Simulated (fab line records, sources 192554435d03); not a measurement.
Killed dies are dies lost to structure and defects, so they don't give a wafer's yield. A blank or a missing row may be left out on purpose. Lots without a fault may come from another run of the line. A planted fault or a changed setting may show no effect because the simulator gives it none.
Chamber matching | flow n5_finfet | N5_DUMMY_GATE_ETCH_37 on rie_diel-03: 4 sister chambers
The step etches SOC in N2/H2, target depth 60 nm, overetch 30 nm. 4 wafers are shown with their chamber, then 11 later ones without.

WAFERS WITH THEIR CHAMBER
wafer  | chamber | drypump_motor_current_A (A)
L078.6 | 2       | 5.7
L084.1 | 1       | 5.8
L084.6 | 3       | 6.3
L086.3 | 0       | 6.2

WAFERS WITHOUT THEIR CHAMBER
wafer  | drypump_motor_current_A (A)
L086.4 | 5.8
L086.5 | 6.2
L094.2 | 5.8
L094.4 | 6.4
L094.6 | 6.2
L095.1 | 5.7
L095.4 | 5.7
L095.5 | 6.2
L096.2 | 5.7
L096.4 | 6.2
L096.6 | 5.7

WHICH CHAMBER EACH WENT THROUGH
wafer  | from the rows above | in truth
L086.4 | 1                   | 1
L086.5 | 0                   | 0
L094.2 | 1                   | 1
L094.4 | 3                   | 3
L094.6 | 0                   | 0
L095.1 | 2                   | 2
L095.4 | 2                   | 2
L095.5 | 0                   | 0
L096.2 | 2                   | 2
L096.4 | 0                   | 0
L096.6 | 2                   | 2
Placed correctly: 11 of 11. Can't be placed from these rows: 0. Placed wrongly: 0.
How it was worked out, from the rows above alone: a wafer's distance from a chamber is the root of the sum, over the readings, of the square of ((its reading less the chamber's mean) divided by the reading's scatter). The wafer belongs to the nearest chamber; if the next one is less than 2 further off, it can't be placed. A chamber's mean is the mean of its shown wafers. The scatter: with one shown wafer a chamber, the root of the mean of the squares of how far each hidden wafer lies from its nearest shown one.
